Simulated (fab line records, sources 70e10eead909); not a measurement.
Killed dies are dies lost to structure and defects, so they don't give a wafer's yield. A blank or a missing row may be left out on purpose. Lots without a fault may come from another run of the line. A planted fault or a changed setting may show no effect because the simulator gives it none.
fab line records | flow nand_harc
record lots=24 wafers=72 last_day=25
route steps=1159 shown A_SGD_CUT@767 A_SLIT@781 A_CONTACT@858
lots that met no fault: from a run of the same line without faults
start_h: hours from the record's first day to the start of the lot's first wafer shown | wait_h: hours since the lot's step before | " the same as in the row above | L1.1+2: a row that stands for several wafers | - no value, or no start given | * or withheld: withheld | < > ~ a bound
route shown NAME@n: a module of which the file shows steps, and the number in the route of the first | usual: mean/standard deviation of fault-free wafers | same: alike in all rows | chamber/n: place in a boat | sites: the reading at each site | _std_site: their standard deviation | _edge_site: outer sites' mean less inner sites' | radius_mm: how far each site lies from the wafer's centre | mask NAME#n: copy n | behind: the tool/chamber that last shaped the wafer | hold: why the lot was held/for how many hours/how that ended | device: the transistor (n, p or np) that didn't switch | end of line: the same wafers' tests at the end of the route | a step without rows: its recipe alone | killed: dies lost to structure and defects at the first sort, not the wafer's yield | map: a wafer's dies, x killed, . not, _ none there
set.NAME: the setting as run; set.NAME@STEP: as run at that earlier step | model.NAME: the simulator's own value behind a step, which no gauge read
steps of the route over a sample of lots; a table a step, a row a wafer
services: from which hour (start_h, from the record's first day; less than 0 if before it) a tool's chamber was out of use, for how many hours, and why
## steps
# step NHARC_A_SGD_CUT_STRIP_17
# recipe o2_flow_sccm=500 ar_flow_sccm=0 bias_w=0 chemistry=O2
# usual drypump_motor_current_A=5.6/0.48 oes_product_au=1.004/0.01 rf_vpp_V=57.7/0.81 showerhead_plenum_p_Torr=3.50/0.14 throttle_valve_pct=17.036/0.0088
# same bias_w=0
# columns lot.wafer tool chamber start_h wait_h drypump_motor_current_A oes_product_au rf_hours_counter_h rf_vpp_V showerhead_plenum_p_Torr throttle_valve_pct
L074.1 rie_diel-03 1 - - 5.7 1.023 8 57.4 3.31 17.039
L074.3 " 0 " " 6.0 1.022 8 57.5 3.42 17.041
L074.6 " 3 " " 5.0 0.990 - 58.3 3.54 17.023
L076.2 rie_diel-03 2 - - 5.8 1.006 8 57.8 3.38 17.027
L076.4 " 0 " " 6.1 1.006 11 57.2 3.42 17.026
L076.6 " 2 " " 5.9 1.011 - 57.9 3.38 17.036
L075.2 rie_diel-08 2 - - 5.2 0.996 1 57.9 3.34 17.045
L075.3 " 3 " " 5.4 1.004 1 57.1 3.40 17.046
L075.5 " 1 " " 6.2 1.010 - 57.8 3.49 17.046
L077.3 rie_diel-02 2 - - 5.6 1.012 12 58.2 3.69 17.037
L077.4 " 3 " " 4.8 1.005 12 58.4 3.70 17.040
L077.6 " 3 " " 4.8 1.010 - 57.7 3.70 17.037
L078.2 rie_diel-08 2 - - 5.2 1.001 2 55.8 3.34 17.053
L078.4 " 0 " " 6.4 1.000 1 57.8 3.68 17.041
L078.5 " 3 " " 5.4 0.992 - 56.5 3.40 17.027
L079.3 rie_diel-03 3 - - 4.9 0.993 13 57.9 3.54 17.027
L079.2 " 1 " " 5.7 1.027 13 55.0 3.31 17.047
L079.4 " 2 " " 5.8 1.013 10 57.7 3.38 17.033
L080.3 rie_diel-02 3 - - 4.8 1.010 1 59.1 3.70 17.049
L080.2 " 0 " " 5.5 0.987 1 57.1 3.60 17.026
L080.5 " 3 " " 4.8 1.007 - 59.1 3.70 17.036
L081.3 rie_diel-08 3 - - 5.4 1.001 4 57.7 3.40 17.021
L081.1 " 0 " " 6.4 0.997 3 59.1 3.68 17.050
L081.5 " 1 " " 6.2 1.004 - 57.9 3.49 17.027
L084.3 rie_diel-03 2 - - 5.9 1.013 13 56.6 3.37 17.036
L084.4 " 0 " " 6.1 0.998 16 57.9 3.42 17.044
L084.6 " 1 " " 5.7 1.033 - 57.3 3.31 17.054
L082.3 rie_diel-08 0 - - 6.4 0.995 6 58.1 3.68 17.028
L082.1 " 2 " " 5.2 0.997 6 56.5 3.34 17.036
L082.5 " 3 " " 5.4 1.001 - 59.5 3.40 17.021
L083.3 rie_diel-03 2 - - 5.9 1.008 14 58.0 3.37 17.024
L083.1 " 3 " " 4.9 0.985 16 58.1 3.54 17.029
L083.6 " 1 " " 5.7 1.013 - 57.6 3.31 17.047
L085.2 rie_diel-02 2 - - 5.6 1.003 3 57.5 3.69 17.029
L085.1 " 3 " " 4.8 1.007 2 57.7 3.70 17.032
L085.4 " 0 " " 5.5 1.004 3 58.5 3.60 17.053
L086.3 rie_diel-03 1 - - 5.7 1.029 18 58.1 3.31 17.044
L086.1 " 2 " " 5.9 1.028 15 58.3 3.37 17.039
L086.6 " 0 " " 6.2 0.998 - 57.5 3.42 17.024
L087.2 rie_diel-02 2 - - 5.6 0.998 4 58.1 3.69 17.030
L087.3 " 3 " " 4.8 1.001 4 58.5 3.70 17.038
L087.5 " 2 " " 5.6 0.998 - 57.1 3.69 17.032
L088.2 rie_diel-08 0 - - 6.4 1.006 8 58.8 3.68 17.036
L088.4 " 1 " " 6.2 0.998 7 58.0 3.49 17.032
L088.5 " 3 " " 5.4 1.014 - 57.3 3.40 17.035
L090.2 rie_diel-03 1 - - 5.7 1.009 1 57.3 3.31 17.033
L090.6 " 3 " " 4.9 1.002 - 59.3 3.54 17.045
L090.5 " 0 " " 6.2 1.009 - 57.3 3.41 17.045
L089.1 rie_diel-02 2 - - 5.6 1.003 5 57.9 3.69 17.032
L089.3 " 0 " " 5.5 0.995 6 58.3 3.60 17.036
L089.6 " 1 " " 5.7 0.994 - 57.3 3.60 17.043
L092.3 rie_diel-03 3 - - 4.9 0.991 1 57.2 3.54 17.027
L092.1 " 1 " " 5.7 1.003 1 57.7 3.31 17.036
L092.4 " 2 " " 5.8 1.021 1 56.6 3.37 17.033
L091.3 rie_diel-08 0 - - 6.4 1.004 11 57.8 3.68 17.043
L091.1 " 2 " " 5.2 0.995 11 57.5 3.34 17.032
L091.6 " 3 " " 5.4 0.997 - 57.8 3.40 17.030
L093.1 rie_diel-02 2 - - 5.6 1.002 6 57.7 3.69 17.039
L093.5 " 3 " " 4.8 1.016 - 57.9 3.70 17.069
L093.6 " 0 " " 5.5 0.993 - 57.3 3.60 17.027
L095.4 rie_diel-03 0 - - 6.1 0.999 4 57.1 3.41 17.046
L095.1 " 1 " " 5.7 1.006 3 56.6 3.31 17.031
L095.3 " 3 " " 4.9 1.008 3 57.4 3.53 17.035
L094.4 rie_diel-02 3 - - 4.8 1.012 7 59.7 3.70 17.044
L094.2 " 0 " " 5.5 1.013 8 57.0 3.60 17.040
L094.1 " 1 " " 5.7 1.007 8 58.7 3.60 17.051
L097.2 rie_diel-03 3 - - 4.9 0.999 4 57.0 3.53 17.036
L097.4 " 2 " " 5.9 1.002 5 57.9 3.37 17.030
L097.5 " 3 " " 5.0 0.999 - 56.2 3.53 17.030
L096.2 rie_diel-08 1 453.71 0.1 6.2 1.009 15 57.4 3.49 17.040
L096.6 " 0 " " 6.4 0.981 - 59.2 3.68 17.041
L096.5 " 1 " " 6.2 1.009 - 56.6 3.49 17.038
# step NHARC_A_SLIT_DEP_23
# recipe target_thk_a=1000 target_thk_nm=100 temp_c=400 pressure_torr=3.5 flow_sccm=200 rf_w=350 material=SiON
# usual heater_power_outer_w=456/66 heater_power_w=771/79
# columns lot.wafer tool chamber start_h wait_h heater_power_outer_w heater_power_w
L074.1 pecvd-01 0 306.16 1.7 497 846
L074.3 " 1 " " 437 758
L074.6 " 0 " " 485 827
L077.3 pecvd-01 0 328.93 1.0 511 867
L077.6 " 1 " " 437 734
L077.4 " 2 " " 567 815
L076.2 pecvd-02 2 329.58 1.4 404 725
L076.4 " 1 " " 554 898
L076.6 " 0 " " 445 743
L075.3 pecvd-04 1 330.60 1.1 460 831
L075.2 " 2 " " 354 666
L075.5 " 1 " " 476 803
L078.2 pecvd-04 0 344.06 1.4 529 826
L078.5 " 0 " " 528 854
L078.4 " 1 " " 451 790
L079.2 pecvd-01 2 344.93 1.3 503 759
L079.3 " 1 " " 391 677
L079.4 " 0 " " 504 845
L080.2 pecvd-02 0 363.35 1.3 460 812
L080.3 " 1 " " 465 795
L080.5 " 2 " " 397 732
L081.1 pecvd-02 2 363.82 1.7 344 662
L081.3 " 0 " " 434 743
L081.5 " 2 " " 355 664
L084.3 pecvd-02 1 378.21 1.0 484 789
L084.6 " 1 " " 480 790
L084.4 " 2 " " 369 688
L082.1 pecvd-02 2 378.35 1.8 387 714
L082.3 " 0 " " 477 788
L082.5 " 2 " " 387 701
L083.3 pecvd-01 2 379.21 1.0 502 726
L083.1 " 0 " " 482 818
L083.6 " 0 " " 489 838
L085.1 pecvd-02 0 391.24 1.7 482 816
L085.2 " 1 " " 540 846
L085.4 " 2 " " 411 749
L087.3 pecvd-04 1 400.83 1.0 558 942
L087.2 " 0 " " 500 820
L087.5 " 2 " " 354 667
L086.1 pecvd-01 1 401.13 1.7 469 781
L086.3 " 2 " " 463 696
L086.6 " 1 " " 360 655
L088.2 pecvd-02 1 401.67 1.3 426 707
L088.5 " 2 " " 335 638
L088.4 " 0 " " 419 724
L090.2 pecvd-02 0 410.36 1.4 469 799
L090.5 " 0 " " 484 809
L090.6 " 2 " " 321 616
L089.3 pecvd-02 0 412.35 1.0 492 848
L089.1 " 1 " " 504 824
L089.6 " 2 " " 327 634
L092.1 pecvd-01 2 412.43 1.7 574 837
L092.3 " 0 " " 522 898
L092.4 " 2 " " 596 834
L091.3 pecvd-04 1 422.10 1.0 455 744
L091.1 " 2 " " 333 613
L091.6 " 0 " " 521 844
L093.1 pecvd-04 1 440.41 1.8 461 797
L093.6 " 2 " " 378 685
L093.5 " 1 " " 480 772
L095.1 pecvd-01 0 440.53 1.8 533 915
L095.3 " 1 " " 463 753
L095.4 " 1 " " 351 642
L094.1 pecvd-01 0 441.44 1.7 557 919
L094.2 " 1 " " 463 750
L094.4 " 0 " " 532 950
L097.2 pecvd-04 0 454.47 1.3 474 807
L097.5 " 1 " " 512 869
L097.4 " 2 " " 418 734
L096.2 pecvd-02 0 462.11 1.3 487 852
L096.6 " 0 " " 502 847
L096.5 " 1 " " 525 835
# step NHARC_A_CONTACT_ETCH_48
# recipe target_depth_a=390 over_etch_frac=0.3 time_s=65 ion_energy_ev=80 cf4_flow_sccm=150 ar_flow_sccm=0 rf_w=300 bias_w=100 chemistry=CF4
# usual bias_w=99.96/0.28 drypump_motor_current_A=5.9/0.39 oes_product_au=0.997/0.015 rf_vpp_V=151.4/1.1 showerhead_plenum_p_Torr=1.78/0.066 throttle_valve_pct=13.284/0.009
# columns lot.wafer tool chamber start_h wait_h bias_w drypump_motor_current_A oes_product_au rf_hours_counter_h rf_vpp_V showerhead_plenum_p_Torr throttle_valve_pct
L074.1 rie_diel-10 2 366.69 0.1 100.06 6.6 1.001 1 153.5 1.89 13.285
L074.3 " 0 " " 99.68 6.0 0.995 1 150.2 1.74 13.279
L074.6 " 2 " " 100.08 6.6 1.000 - 152.2 1.89 13.301
L075.3 rie_diel-07 1 374.59 0.1 100.08 6.2 0.995 23 150.9 1.73 13.298
L075.2 " 2 " " 99.80 5.5 0.993 24 150.3 1.67 13.296
L075.5 " 0 " " 100.26 6.3 0.979 - 151.1 1.84 13.282
L077.3 rie_diel-07 2 383.21 0.1 100.24 5.5 0.989 26 148.7 1.67 13.290
L077.4 " 3 " " 99.69 6.0 0.982 27 151.8 1.78 13.279
L077.6 " 3 " " 99.49 6.0 0.974 - 150.4 1.78 13.276
L076.2 rie_diel-07 0 385.11 0.2 100.26 6.3 0.989 26 152.8 1.84 13.293
L076.4 " 1 " " 100.25 6.2 0.997 26 150.9 1.73 13.289
L076.6 " 3 " " 100.07 6.0 0.979 - 151.3 1.78 13.284
L079.2 rie_diel-07 3 400.32 0.1 100.39 6.0 0.986 30 150.3 1.78 13.277
L079.3 " 2 " " 99.84 5.5 0.986 29 149.9 1.67 13.280
L079.4 " 2 " " 100.04 5.5 0.990 - 149.8 1.67 13.267
L078.2 rie_diel-09 3 406.60 0.1 99.85 5.1 1.013 51 153.6 1.84 13.279
L078.4 " 1 " " 100.00 5.8 0.994 53 151.2 1.77 13.283
L078.5 " 2 " " 99.99 5.7 1.002 - 152.0 1.88 13.282
L080.2 rie_diel-09 0 411.54 0.2 100.33 5.9 0.983 53 153.1 1.80 13.297
L080.3 " 1 " " 99.79 5.8 1.004 55 152.8 1.77 13.285
L080.5 " 3 " " 100.22 5.1 1.010 - 151.3 1.84 13.289
L081.1 rie_diel-07 3 417.26 0.1 99.47 6.0 0.988 0 152.4 1.78 13.296
L081.3 " 0 " " 100.03 6.3 0.985 0 151.6 1.83 13.276
L081.5 " 0 " " 100.08 6.3 0.980 - 152.8 1.83 13.289
L082.1 rie_diel-07 0 426.84 0.1 99.70 6.3 0.991 3 152.3 1.83 13.275
L082.3 " 1 " " 99.98 6.2 1.015 2 150.7 1.73 13.264
L082.5 " 0 " " 100.00 6.3 0.987 - 153.0 1.83 13.280
L084.3 rie_diel-07 3 427.22 0.1 100.24 6.0 1.003 3 152.7 1.78 13.271
L084.4 " 2 " " 99.42 5.5 1.015 3 150.7 1.67 13.288
L084.6 " 3 " " 100.35 6.0 0.999 - 151.3 1.78 13.292
L083.1 rie_diel-09 2 449.06 0.1 100.16 5.7 0.986 3 152.1 1.87 13.291
L083.3 " 3 " " 100.17 5.1 1.018 2 152.4 1.84 13.289
L083.6 " 1 " " 100.25 5.7 0.963 - 150.2 1.77 13.284
L085.1 rie_diel-07 0 449.22 0.1 99.74 6.3 0.978 5 152.9 1.83 13.297
L085.2 " 1 " " 100.22 6.2 1.002 5 150.0 1.73 13.275
L085.4 " 2 " " 100.25 5.5 1.016 5 149.2 1.67 13.300
L086.1 rie_diel-07 2 453.30 0.1 99.70 5.5 1.016 6 150.0 1.67 13.270
L086.3 " 3 " " 100.51 6.0 0.996 6 151.9 1.77 13.278
L086.6 " 3 " " 100.06 6.0 1.002 - 151.7 1.78 13.277
L087.3 rie_diel-09 0 453.63 0.1 99.92 5.9 1.003 3 150.4 1.79 13.271
L087.2 " 2 " " 99.79 5.8 0.996 5 151.8 1.87 13.282
L087.5 " 0 " " 99.89 5.9 1.001 - 150.6 1.79 13.293
L092.3 rie_diel-07 0 458.31 0.1 99.80 6.3 0.992 7 150.7 1.83 13.291
L092.1 " 1 " " 99.79 6.2 1.020 7 149.8 1.73 13.308
L092.4 " 3 " " 100.12 6.0 1.004 8 150.7 1.77 13.282
L090.2 rie_diel-10 3 458.47 0.1 99.94 5.0 0.979 36 153.2 1.88 13.276
L090.5 " 2 " " 100.05 6.6 1.007 - 153.2 1.88 13.291
L090.6 " 3 " " 99.91 5.0 0.989 - 151.9 1.88 13.294
L089.3 rie_diel-10 1 464.22 0.1 99.98 5.8 1.014 36 150.7 1.77 13.275
L089.1 " 3 " " 100.05 5.0 0.978 37 151.8 1.88 13.282
L089.6 " 1 " " 100.26 5.7 1.014 - 150.7 1.77 13.285
L088.4 rie_diel-07 0 464.59 0.1 99.70 6.3 0.992 8 152.0 1.83 13.298
L088.2 " 2 " " 100.10 5.5 1.022 9 150.3 1.67 13.276
L088.5 " 0 " " 99.37 6.3 0.989 - 151.9 1.83 13.287
L091.3 rie_diel-07 2 473.91 0.1 99.99 5.5 1.022 12 150.4 1.67 13.280
L091.1 " 3 " " 100.29 6.0 0.998 13 152.0 1.77 13.290
L091.6 " 2 " " 100.38 5.5 1.019 - 148.8 1.67 13.287
L093.1 rie_diel-09 1 490.36 0.3 99.69 5.7 0.977 18 151.5 1.76 13.277
L093.6 " 1 " " 99.76 5.8 0.974 - 151.7 1.76 13.290
L093.5 " 2 " " 99.76 5.8 0.993 - 152.2 1.87 13.278
L094.2 rie_diel-07 1 493.55 0.1 100.12 6.2 0.997 15 151.3 1.73 13.283
L094.4 " 2 " " 99.57 5.5 1.021 15 149.4 1.66 13.280
L094.1 " 3 " " 100.05 6.0 0.992 16 150.8 1.77 13.282
L095.1 rie_diel-07 1 497.77 0.1 100.33 6.2 1.003 15 152.4 1.73 13.305
L095.4 " 2 " " 99.98 5.5 1.026 16 149.4 1.67 13.273
L095.3 " 3 " " 100.14 6.0 1.001 17 151.0 1.77 13.284
L097.4 rie_diel-10 2 503.32 0.1 100.07 6.6 0.998 56 154.0 1.87 13.301
L097.2 " 3 " " 99.87 5.0 0.977 51 152.2 1.87 13.292
L097.5 " 0 " " 100.31 6.0 0.995 - 151.8 1.73 13.289
L096.2 rie_diel-09 2 509.69 0.1 100.19 5.8 0.981 25 151.0 1.87 13.283
L096.6 " 1 " " 99.80 5.8 0.965 - 150.4 1.76 13.275
L096.5 " 2 " " 100.44 5.8 0.993 - 152.3 1.87 13.292
# step NHARC_A_CONTACT_ETCH_90
# recipe target_depth_a=400 over_etch_frac=0.5 time_s=85.7 ion_energy_ev=120 ch3f_flow_sccm=50 o2_flow_sccm=30 ar_flow_sccm=200 rf_w=500 bias_w=100 chemistry=CH3F/O2
# usual bias_w=99.94/0.28 drypump_motor_current_A=5.9/0.4 oes_product_au=0.96/0.04 rf_vpp_V=244.4/1.5 showerhead_plenum_p_Torr=2.47/0.099 throttle_valve_pct=20.663/0.0095
# columns lot.wafer tool chamber start_h wait_h bias_w drypump_motor_current_A oes_product_au rf_hours_counter_h rf_vpp_V showerhead_plenum_p_Torr throttle_valve_pct
L074.1 rie_diel-09 2 369.77 0.5 99.93 5.8 0.93 38 247.1 2.62 20.664
L074.3 " 0 " " 99.95 5.9 0.92 38 246.1 2.51 20.672
L074.6 " 2 " " 99.99 5.8 0.93 - 247.1 2.62 20.648
L075.3 rie_diel-10 0 377.61 0.4 100.74 6.0 1.01 5 242.4 2.42 20.666
L075.2 " 1 " " 99.94 5.8 1.02 5 243.9 2.48 20.664
L075.5 " 0 " " 99.87 6.0 1.01 - 244.3 2.42 20.671
L077.3 rie_diel-07 0 387.05 0.5 99.49 6.3 0.90 26 246.1 2.56 20.647
L077.4 " 1 " " 99.45 6.2 0.94 27 242.5 2.41 20.650
L077.6 " 3 " " 99.89 6.0 0.91 - 245.7 2.47 20.639
L076.4 rie_diel-09 1 388.15 0.5 100.29 5.7 0.92 46 244.4 2.47 20.698
L076.2 " 2 " " 100.40 5.8 0.93 45 246.2 2.62 20.674
L076.6 " 3 " " 99.88 5.1 0.93 - 247.2 2.57 20.660
L079.2 rie_diel-10 0 403.53 0.5 99.92 6.1 1.00 15 244.9 2.41 20.679
L079.4 " 1 " " 99.51 5.8 1.01 14 245.7 2.47 20.666
L079.3 " 2 " " 100.10 6.6 1.01 15 246.4 2.63 20.674
L078.2 rie_diel-10 0 410.25 0.5 99.92 6.0 1.00 18 243.7 2.41 20.668
L078.4 " 2 " " 99.98 6.6 1.00 18 247.8 2.63 20.659
L078.5 " 0 " " 100.06 6.0 1.02 - 243.0 2.41 20.654
L080.3 rie_diel-07 3 414.68 0.4 99.68 6.0 1.00 0 243.7 2.47 20.666
L080.2 " 2 " " 100.42 5.5 1.01 0 242.6 2.31 20.661
L080.5 " 3 " " 100.11 6.0 1.01 - 243.2 2.47 20.669
L081.1 rie_diel-09 2 420.26 0.5 99.64 5.8 0.93 56 247.2 2.61 20.689
L081.3 " 3 " " 99.85 5.1 0.94 54 246.8 2.56 20.663
L081.5 " 1 " " 100.14 5.7 0.92 - 245.6 2.46 20.656
L082.1 rie_diel-07 0 430.01 0.6 99.77 6.3 0.92 4 247.6 2.55 20.667
L082.3 " 1 " " 99.82 6.2 0.93 4 243.5 2.40 20.667
L082.5 " 3 " " 99.85 6.0 0.94 - 243.6 2.47 20.644
L084.4 rie_diel-07 1 430.45 0.4 99.63 6.2 0.95 4 243.5 2.40 20.651
L084.3 " 2 " " 99.97 5.6 0.93 4 242.2 2.31 20.653
L084.6 " 1 " " 99.68 6.2 0.93 - 243.7 2.40 20.660
L085.2 rie_diel-07 1 452.20 0.5 99.44 6.2 0.94 6 242.3 2.40 20.664
L085.4 " 3 " " 99.97 6.0 0.94 6 244.5 2.47 20.660
L085.1 " 0 " " 99.90 6.4 0.91 6 245.2 2.55 20.663
L083.3 rie_diel-10 1 452.39 0.4 99.91 5.8 0.93 32 243.6 2.47 20.656
L083.1 " 3 " " 99.62 5.0 0.89 34 246.1 2.62 20.677
L083.6 " 1 " " 99.52 5.8 0.94 - 245.0 2.47 20.667
L086.1 rie_diel-10 1 456.31 0.5 99.93 5.8 0.93 33 243.8 2.47 20.661
L086.3 " 2 " " 99.78 6.6 0.92 32 245.0 2.62 20.669
L086.6 " 0 " " 99.82 6.0 0.92 - 244.6 2.41 20.654
L087.2 rie_diel-07 3 456.64 0.5 100.56 6.0 1.01 8 243.8 2.47 20.681
L087.3 " 0 " " 100.03 6.3 0.99 7 244.5 2.55 20.671
L087.5 " 2 " " 99.75 5.5 1.03 - 242.0 2.31 20.675
L092.4 rie_diel-07 1 461.28 0.4 99.66 6.2 0.93 8 243.3 2.40 20.659
L092.1 " 2 " " 99.86 5.5 0.94 9 242.4 2.31 20.659
L092.3 " 3 " " 99.56 6.0 0.92 9 243.8 2.47 20.662
L090.2 rie_diel-07 2 461.55 0.6 100.36 5.5 1.01 9 242.8 2.31 20.660
L090.5 " 0 " " 100.10 6.3 0.99 - 246.3 2.55 20.663
L090.6 " 1 " " 100.22 6.2 1.01 - 243.2 2.40 20.644
L089.1 rie_diel-07 1 467.19 0.5 99.84 6.2 1.01 9 243.6 2.40 20.656
L089.3 " 0 " " 100.39 6.3 0.98 10 244.7 2.55 20.669
L089.6 " 1 " " 100.14 6.2 1.00 - 244.0 2.40 20.665
L088.2 rie_diel-07 3 467.60 0.5 100.31 6.0 0.92 11 245.0 2.47 20.657
L088.4 " 1 " " 100.32 6.2 0.94 9 243.2 2.40 20.662
L088.5 " 3 " " 99.89 6.0 0.94 - 244.7 2.47 20.659
L091.1 rie_diel-09 0 477.66 0.6 100.14 6.0 1.01 12 245.3 2.49 20.661
L091.3 " 3 " " 99.98 5.1 1.02 12 245.7 2.56 20.641
L091.6 " 1 " " 99.49 5.8 0.98 - 244.2 2.46 20.657
L093.1 rie_diel-09 2 493.99 0.6 99.54 5.8 0.92 19 246.2 2.60 20.662
L093.5 " 2 " " 99.69 5.8 0.92 - 246.3 2.60 20.671
L093.6 " 3 " " 100.06 5.1 0.94 - 244.9 2.56 20.661
L094.1 rie_diel-07 3 497.04 0.6 100.24 6.0 0.94 17 243.5 2.46 20.663
L094.2 " 0 " " 99.55 6.3 0.94 14 246.8 2.55 20.661
L094.4 " 1 " " 100.61 6.2 0.96 15 244.0 2.40 20.667
L095.4 rie_diel-07 0 501.29 0.4 100.23 6.3 0.91 14 245.8 2.55 20.678
L095.1 " 1 " " 99.96 6.2 0.93 16 241.7 2.40 20.668
L095.3 " 3 " " 99.49 6.0 0.93 18 244.1 2.46 20.656
L097.2 rie_diel-07 2 506.79 0.6 99.55 5.5 1.02 18 242.1 2.31 20.663
L097.4 " 1 " " 100.31 6.2 1.00 17 244.4 2.40 20.676
L097.5 " 3 " " 99.86 6.0 1.00 - 243.7 2.46 20.667
L096.2 rie_diel-07 0 512.70 0.6 99.79 6.3 0.91 16 245.5 2.55 20.671
L096.6 " 1 " " 100.15 6.2 0.93 - 242.6 2.40 20.663
L096.5 " 2 " " 99.76 5.5 0.95 - 243.1 2.31 20.668
# step NHARC_A_CONTACT_DEP_57
# recipe target_thk_a=28000 temp_c=400 material=aC
# usual throttle_valve_pct=35.001/0.0084
# columns lot.wafer tool chamber start_h wait_h throttle_valve_pct
L074.1 acl_dep-02 0 371.05 - 35.008
L074.3 " 0 " " 34.999
L074.6 " 0 " " 34.994
L075.2 acl_dep-03 0 380.29 - 35.001
L075.3 " 0 " " 34.986
L075.5 " 0 " " 35.006
L077.3 acl_dep-01 0 388.97 - 35.008
L077.4 " 0 " " 35.013
L077.6 " 0 " " 35.013
L076.2 acl_dep-01 0 390.41 - 34.998
L076.4 " 0 " " 35.001
L076.6 " 0 " " 35.011
L079.2 acl_dep-01 0 405.59 - 35.004
L079.3 " 0 " " 35.003
L079.4 " 0 " " 35.004
L078.2 acl_dep-02 0 414.54 - 35.010
L078.4 " 0 " " 35.004
L078.5 " 0 " " 35.019
L080.2 acl_dep-03 0 419.84 - 34.989
L080.3 " 0 " " 35.017
L080.5 " 0 " " 35.007
L081.1 acl_dep-02 0 421.40 - 34.989
L081.3 " 0 " " 35.013
L081.5 " 0 " " 34.995
L082.1 acl_dep-01 0 431.16 - 34.993
L082.3 " 0 " " 34.990
L082.5 " 0 " " 34.993
L084.3 acl_dep-02 0 432.18 - 34.987
L084.4 " 0 " " 34.998
L084.6 " 0 " " 35.010
L085.1 acl_dep-03 0 453.36 - 34.999
L085.2 " 0 " " 35.002
L085.4 " 0 " " 35.007
L083.1 acl_dep-01 0 453.60 - 35.002
L083.3 " 0 " " 35.010
L083.6 " 0 " " 35.004
L086.1 acl_dep-03 0 457.63 - 35.005
L086.3 " 0 " " 35.003
L086.6 " 0 " " 35.002
L087.2 acl_dep-01 0 458.72 - 34.987
L087.3 " 0 " " 35.001
L087.5 " 0 " " 35.001
L092.1 acl_dep-02 0 467.71 - 35.001
L092.3 " 0 " " 34.979
L092.4 " 0 " " 34.994
L090.2 acl_dep-01 0 468.08 - 34.985
L090.5 " 0 " " 34.997
L090.6 " 0 " " 35.009
L089.1 acl_dep-03 0 471.03 - 34.998
L089.3 " 0 " " 35.008
L089.6 " 0 " " 35.009
L088.2 acl_dep-01 0 472.36 - 34.996
L088.4 " 0 " " 35.011
L088.5 " 0 " " 35.004
L091.1 acl_dep-02 0 479.57 - 35.000
L091.3 " 0 " " 34.999
L091.6 " 0 " " 35.004
L093.1 acl_dep-03 0 495.26 - 34.991
L093.5 " 0 496.41 - 35.008
L093.6 " 0 " " 35.011
L094.1 acl_dep-01 0 498.21 - 34.999
L094.2 " 0 " " 35.004
L094.4 " 0 " " 34.991
L095.1 acl_dep-02 0 502.73 - 34.999
L095.3 " 0 " " 35.000
L095.4 " 0 " " 34.998
L097.2 acl_dep-03 0 508.96 - 35.002
L097.4 " 0 " " 34.997
L097.5 " 0 " " 35.001
L096.2 acl_dep-03 0 515.41 - 35.000
L096.5 " 0 " " 35.004
L096.6 " 0 " " 34.993
# step NHARC_A_CONTACT_DEP_58
# recipe target_thk_a=600 target_thk_nm=60 temp_c=400 pressure_torr=3.5 flow_sccm=200 rf_w=350 material=SiON
# usual heater_power_outer_w=461/53 heater_power_w=779/65
# columns lot.wafer tool chamber start_h wait_h heater_power_outer_w heater_power_w
L074.3 pecvd-02 0 372.81 0.9 487 814
L074.1 " 1 " " 445 727
L074.6 " 2 " " 405 736
L075.2 pecvd-02 1 381.85 1.3 481 800
L075.3 " 0 " " 420 737
L075.5 " 1 " " 487 809
L077.3 pecvd-01 2 390.17 0.9 470 705
L077.4 " 1 " " 451 764
L077.6 " 2 " " 476 726
L076.2 pecvd-01 0 391.87 1.2 506 865
L076.4 " 0 " " 505 873
L076.6 " 1 " " 457 774
L079.2 pecvd-01 2 407.26 1.4 518 777
L079.3 " 0 " " 447 786
L079.4 " 1 " " 388 696
L078.2 pecvd-02 0 416.32 1.5 396 713
L078.5 " 1 " " 521 820
L078.4 " 2 " " 403 737
L080.3 pecvd-02 1 421.48 1.1 497 805
L080.2 " 2 " " 400 758
L080.5 " 2 " " 410 761
L081.1 pecvd-03 1 423.53 1.8 359 650
L081.3 " 2 " " 532 852
L081.5 " 2 " " 542 878
L082.3 pecvd-02 2 432.92 0.9 416 752
L082.1 " 0 " " 439 781
L082.5 " 1 " " 516 839
L084.3 pecvd-01 2 433.41 0.9 492 736
L084.6 " 0 " " 529 938
L084.4 " 1 " " 418 711
L085.1 pecvd-01 2 455.12 1.5 545 839
L085.2 " 0 " " 542 958
L085.4 " 2 " " 571 835
L083.3 pecvd-03 0 455.33 0.9 433 781
L083.1 " 1 " " 467 775
L083.6 " 0 " " 452 810
L086.1 pecvd-02 1 459.35 1.4 453 759
L086.3 " 2 " " 366 687
L086.6 " 2 " " 379 696
L087.3 pecvd-03 1 460.19 0.9 417 721
L087.2 " 2 " " 563 880
L087.5 " 2 " " 570 912
L092.1 pecvd-03 2 469.54 1.5 491 819
L092.4 " 0 " " 446 768
L092.3 " 2 " " 498 809
L090.2 pecvd-02 0 469.60 1.2 480 826
L090.6 " 1 " " 471 790
L090.5 " 0 " " 508 849
L089.1 pecvd-02 0 472.78 1.5 475 810
L089.3 " 2 " " 402 720
L089.6 " 2 " " 399 733
L088.2 pecvd-01 2 473.87 1.2 548 806
L088.5 " 0 " " 498 882
L088.4 " 2 " " 562 812
L091.3 pecvd-02 2 481.33 0.9 356 672
L091.1 " 0 " " 491 825
L091.6 " 1 " " 470 793
L093.1 pecvd-03 0 497.07 1.5 407 693
L093.6 " 2 " " 458 744
L093.5 " 0 " " 400 685
L094.2 pecvd-03 0 499.95 1.2 460 771
L094.1 " 1 " " 447 777
L094.4 " 1 " " 456 771
L095.3 pecvd-02 1 504.60 1.0 495 814
L095.1 " 2 " " 372 710
L095.4 " 1 " " 488 793
L097.2 pecvd-02 2 510.43 1.2 341 663
L097.5 " 2 " " 351 676
L097.4 " 0 " " 414 730
L096.2 pecvd-01 1 516.91 1.2 432 723
L096.6 " 0 " " 535 915
L096.5 " 1 " " 430 722
## services
# columns tool chamber start_h hours kind
rie_diel-07 0 270.30 4.9 repair
rie_diel-03 2 275.09 32.2 repair
acl_dep-01 - 280.99 9.9 repair
rie_diel-10 2 283.63 8.9 repair
pecvd-02 - 295.20 1.4 repair
rie_diel-07 0 299.17 2.5 repair
pecvd-02 2 301.69 23.6 repair
pecvd-02 - 334.00 13.0 pm
rie_diel-03 0 371.77 9.1 repair
rie_diel-03 - 392.30 9.0 pm
rie_diel-07 0 399.53 2.7 repair
rie_diel-07 - 405.22 9.0 pm
rie_diel-03 3 405.50 7.8 repair
pecvd-01 - 418.14 13.0 pm
rie_diel-09 - 431.35 9.0 pm
rie_diel-07 1 431.74 1.5 repair
pecvd-02 - 435.24 22.6 repair
rie_diel-03 - 453.29 2.3 repair
rie_diel-03 2 474.60 5.8 repair
rie_diel-03 3 475.31 5.4 repair
pecvd-01 - 482.25 5.7 repair
rie_diel-03 0 504.98 25.0 repair
rie_diel-03 2 510.06 6.7 repair
pecvd-02 - 515.22 13.0 pm
## key
fault none
